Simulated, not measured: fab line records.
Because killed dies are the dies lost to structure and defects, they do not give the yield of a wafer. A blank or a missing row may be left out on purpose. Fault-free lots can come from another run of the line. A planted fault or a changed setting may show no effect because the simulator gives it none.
Comparing a struck lot with a sound one	flow n5-finfet	38 out of 1938 route steps
Sound: wafers L337.1, L337.4, L337.5. The struck wafers were L346.1, L346.3, L346.5. Last of all comes the cause.
Each step with rows lists, per side, the tool, then ch with its chambers, then its first start. Under that, the readings that differ: sound wafers	struck wafers	difference of the means	sigmas: that difference in standard deviations of wafers without a fault.
alike: same words and numbers on both sides, and readings whose means sit less than 2 such deviations apart. not compared: any withheld reading, any reading some wafer has no value for, any bound like >300 that may hide the same value, and any number with overlapping values for which the record gives no deviation.
Wherever a step has rows on one side only, a row that says differs or no value, or a row with sigmas, the two part there. When numbers do not overlap yet have no deviation, they are printed without sigmas and do not part them. Lack of a reading on every wafer of one side parts them only where that side has two or more wafers.

first, 9 steps without rows for these wafers: N5_BEOL_M1_COAT_68 (time 60 s, resist thk 12 nm); N5_BEOL_M1_COAT_76 (time 60 s, resist thk 5 nm); N5_BEOL_M1_COAT_22 (resist thk 30 nm); N5_BEOL_M1_EBR_24; N5_BEOL_M1_SOFTBAKE_23 (time 60 s); N5_BEOL_M1_EXPOSE_25 (exposes mask V0, defocus 5 nm, target cd 24 nm); N5_BEOL_M1_PEB_26 (peb time 60 s); N5_BEOL_M1_DEVELOP_27 (develop time 30 s); N5_BEOL_M1_DESCUM_33 (chemistry O2, time 7 s).
N5_BEOL_M1_ETCH_77: etches underlayer in N2/H2, target depth 6.5 nm, time 5.2 s.
  sound on rie-diel-05 ch 0,2,3, day 8 03:47; struck on rie-diel-02 ch 1,3, day 10 09:56
reading	sound	struck	difference	sigmas
throttle-valve-pct (%)	18.30 17.95 17.90	17.48 17.92 17.51	-0.41	-2
  alike: drypump-motor-current-A, etch-rf-on-time-s, oes-product-au, rf-vpp-V, showerhead-plenum-p-Torr
  not compared: rf-hours-counter-h
then, 27 steps without rows for these wafers: N5_BEOL_M1_ETCH_69 (etches SiARC in CF4, target depth 15.6 nm, time 26 s); N5_BEOL_M1_ALD_98 (deposits SiO2, target thk 2.5 nm, pulse time 1 s, co reactant pulse time 1 s); N5_BEOL_M1_ETCHBACK_99 (etches SiO2 in CHF3, target depth 5 nm, time 10.4 s); N5_BEOL_M1_ETCH_70 (etches SOC in N2/H2, target depth 80 nm, overetch 16 nm, time 120 s); N5_BEOL_M1_STRIP_71 (strips in N2/H2); N5_BEOL_M1_STRIP_78 (strips in N2/H2); N5_BEOL_M1_VIA_ETCH_34 (etches the open film in C4F6/O2, target depth 67.8 nm, time 64.4 s); N5_BEOL_M1_STRIP_83 (strips in C4F6/O2); N5_BEOL_M1_STRIP_36 (strips in N2/H2); N5_BEOL_M1_TRENCH_ETCH_37 (etches SiOC in C4F6/O2, target depth 55.207 nm, time 29 s); N5_BEOL_M1_ETCH_41 (etches SiCN in CH3F/O2, target depth 31.9 nm, time 57.8 s); N5_BEOL_M1_STRIP_97 (strips in N2/H2, time 10 s); N5_BEOL_M1_HM_STRIP_39 (strips TiN in peroxide tin strip, target depth 25 nm, time 158 s); N5_BEOL_M1_SRD_40 (time 30 s); N5_BEOL_M1_PRECLEAN_42 (cleans in residue remover, time 60 s); N5_BEOL_M1_SRD_43 (time 30 s); N5_BEOL_M1_DEGAS_44 (time 60 s); N5_BEOL_M1_PRE_CLEAN_45 (time 30 s); N5_BEOL_M1_ALD_84 (deposits TaN, pulse time 2 s, purge time 3 s, co reactant purge time 2 s); N5_BEOL_M1_SURFACE_TREAT_85; N5_BEOL_M1_CVD_47 (deposits Co from CCTBA/H2, target thk 3 nm, time 223.8 s); N5_BEOL_M1_SPUTTER_48 (material Cu, target thk 4.5 nm, time 8.29 s); N5_BEOL_M1_ANNEAL_49 (time 240 s); N5_BEOL_M1_SPUTTER_79 (material Cu, target thk 4.5 nm, time 8.29 s); N5_BEOL_M1_ANNEAL_80 (time 240 s); N5_BEOL_M1_SPUTTER_81 (material Cu, target thk 4.5 nm, time 8.29 s); N5_BEOL_M1_ANNEAL_82 (time 240 s).
-- a jump in the record: the struck wafers' starts before and after are 7 days apart (it breaks off in module BEOL_M1 and resumes in module PASSIVATION, where the first step shown is number 1936 of the route) --
N5_PASSIVATION_PROBE_49:
  struck on prober-02, day 17 05:15; sound on prober-02, day 14 11:52
reading	sound	struck	difference	sigmas
defect-limited-yield (%)	92.6 91.5	82.7 81.5 80.6	-10.5	-7
killed_at_M0_to_M3	35 38	157 161 162	+124	+12
killed-dies	87 100	204 218 229	+124	+8
sort_bin_5_function (%)	4.0 4.7	10.0 11.0 10.8	+6.2	+7
sort-n-pass	1093 1080	976 962 951	-124	-8
sort-yield-pct (%)	92.6 91.5	82.7 81.5 80.6	-10.5	-7
  alike: killed_at_M4_up, killed-at-contacts, killed-at-front-end, killed-at-other, killed-on-rim, killed-open, killed-short, sort_bin_6_memory

## WHERE THEY PART
Last at N5_PASSIVATION_PROBE_49 as far as this record goes, first at N5_BEOL_M1_ETCH_77.

WHY: the cause the simulator had injected
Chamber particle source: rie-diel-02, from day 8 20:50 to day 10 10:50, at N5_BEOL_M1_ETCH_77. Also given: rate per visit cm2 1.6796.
